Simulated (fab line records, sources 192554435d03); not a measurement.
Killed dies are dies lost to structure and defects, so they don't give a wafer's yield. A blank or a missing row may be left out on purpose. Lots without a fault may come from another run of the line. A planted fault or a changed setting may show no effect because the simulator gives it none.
Chamber matching | flow n5_finfet | N5_FIN_CUT_ETCH_30 on rie_diel-06: 4 sister chambers
The step etches underlayer in N2/H2, target depth 13 nm, time 10.4 s. 4 wafers are shown with their chamber, then 8 later ones without.

WAFERS WITH THEIR CHAMBER
wafer  | chamber | showerhead_plenum_p_Torr (Torr)
L082.1 | 0       | 2.66
L082.4 | 3       | 2.46
L082.5 | 1       | 2.57
L087.1 | 2       | 2.49

WAFERS WITHOUT THEIR CHAMBER
wafer  | showerhead_plenum_p_Torr (Torr)
L087.5 | 2.49
L087.6 | 2.45
L094.3 | 2.48
L094.4 | 2.56
L094.6 | 2.45
L096.1 | 2.56
L096.2 | 2.65
L096.4 | 2.48

WHICH CHAMBER EACH WENT THROUGH
wafer  | from the rows above     | in truth
L087.5 | 2                       | 2
L087.6 | 3                       | 3
L094.3 | can't be placed: 2 or 3 | 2
L094.4 | 1                       | 1
L094.6 | 3                       | 3
L096.1 | 1                       | 1
L096.2 | 0                       | 0
L096.4 | can't be placed: 2 or 3 | 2
Placed correctly: 6 of 8. Can't be placed from these rows: 2 (the true chamber is among the candidates in 2). Placed wrongly: 0.
How it was worked out, from the rows above alone: a wafer's distance from a chamber is the root of the sum, over the readings, of the square of ((its reading less the chamber's mean) divided by the reading's scatter). The wafer belongs to the nearest chamber; if the next one is less than 2 further off, it can't be placed. A chamber's mean is the mean of its shown wafers. The scatter: with one shown wafer a chamber, the root of the mean of the squares of how far each hidden wafer lies from its nearest shown one.
